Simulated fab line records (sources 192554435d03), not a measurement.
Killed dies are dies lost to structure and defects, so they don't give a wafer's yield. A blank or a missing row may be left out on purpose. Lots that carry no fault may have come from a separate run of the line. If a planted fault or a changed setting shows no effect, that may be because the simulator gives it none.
Which tool did it? + flow n5Finfet + 24 wafers from 8 lots sampled at 4 of the route's 1938 steps

## WHAT EACH GAUGE READ, for each wafer
N5_FIN_SAQP_INSPECT_18: inspects for defects (brightfield).
| lot  | measured    | on               | rawDefectCount |
|------|-------------|------------------|----------------|
| L141 | day 4 11:04 | defectInspect-01 | 355 393 333    |
| L142 | day 4 17:13 | defectInspect-01 | 369 507 478    |
| L144 | day 5 04:22 | defectInspect-01 | 437 347 381    |
| L145 | day 5 10:30 | defectInspect-01 | 1188 1026 1127 |
| L146 | day 5 16:38 | defectInspect-02 | 945 1060 1085  |
| L151 | day 6 22:01 | defectInspect-02 | 528 408 408    |
| L153 | day 7 09:58 | defectInspect-01 | 334 278 328    |
| L154 | day 7 17:31 | defectInspect-01 | 399 459 328    |

## TOOL THAT RAN EACH LOT (tool first, then ch and the chambers of the sampled wafers, then the start)
| lot  | N5_FIN_SAQP_ALD_61              | N5_FIN_SAQP_HM_DEP_03          | N5_FIN_SAQP_HM_DEP_72          |
|------|---------------------------------|--------------------------------|--------------------------------|
| L141 | aldSin-03 ch 0,2,3, day 4 09:49 | pecvd-03 ch 0,1,2, day 4 10:14 | pecvd-03 ch 0,1,2, day 4 10:34 |
| L142 | aldSin-04 ch 0,2,3, day 4 16:05 | pecvd-03 ch 1,2, day 4 16:30   | pecvd-03 ch 0,2, day 4 16:50   |
| L144 | aldSin-01 ch 1,3, day 5 02:57   | pecvd-04 ch 1,2, day 5 03:31   | pecvd-03 ch 0,2, day 5 03:51   |
| L145 | aldSin-04 ch 0,1,2, day 5 09:01 | pecvd-03 ch 0,1,2, day 5 09:40 | pecvd-04 ch 1,2, day 5 09:59   |
| L146 | aldSin-03 ch 1,2, day 5 15:28   | pecvd-03 ch 0,1, day 5 15:53   | pecvd-03 ch 0,1,2, day 5 16:15 |
| L151 | aldSin-04 ch 2,3, day 6 20:36   | pecvd-04 ch 0,2, day 6 21:10   | pecvd-02 ch 0,1,2, day 6 21:30 |
| L153 | aldSin-01 ch 0,2,3, day 7 08:30 | pecvd-02 ch 0,1,2, day 7 09:07 | pecvd-02 ch 0,2, day 7 09:27   |
| L154 | aldSin-01 ch 0,1,2, day 7 16:09 | pecvd-02 ch 1,2, day 7 16:40   | pecvd-03 ch 0,1,2, day 7 17:00 |
- N5_FIN_SAQP_ALD_61: deposits SiO2, target thk 4 nm, pulse time 1 s, purge time 2 s.
- N5_FIN_SAQP_HM_DEP_03: deposits SiNx from SiH4/NH3/N2, target thk 38 nm, time 33.6 s.
- N5_FIN_SAQP_HM_DEP_72: deposits SiO2 from SiH4/N2O, target thk 12 nm, time 7.2 s.

## THE ANSWER, worked out from the rows above alone
Rule: the lots themselves supply what counts as usual. Put in order of their means at a reading, lots are off if they are a third of the lots or fewer, leave a main group of 4 or more, and stand apart from it by a gap of 3 or more times the standard deviation of the main group's means; of several such gaps the widest counts. Not used: any main group whose means are identical at the precision the tables above print for the reading. A lot without any number at a reading at which 4 lots or more have one is off too. All remaining lots with rows at the step are treated as sound.
Off, at N5_FIN_SAQP_INSPECT_18 on rawDefectCount: L145, L146. The main group: mean 393, standard deviation 48.
A tool fits if, at a process step before that reading, it ran every lot that is off, and no sound lot after the first of them. The gauges at N5_FIN_SAQP_INSPECT_18 are tried like those tools. One fits: N5_FIN_SAQP_HM_DEP_03 on pecvd-03. A fault onset in the window from L142 (day 4 16:30, its last sound lot) to L145 (day 5 09:40, its first lot off) fits.

## WHAT THE SIMULATOR HAD PUT IN
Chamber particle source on pecvd-03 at N5_FIN_SAQP_HM_DEP_03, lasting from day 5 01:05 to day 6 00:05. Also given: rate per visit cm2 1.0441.
Shown lots that were struck: L145, L146. The rule given above showed the same thing.
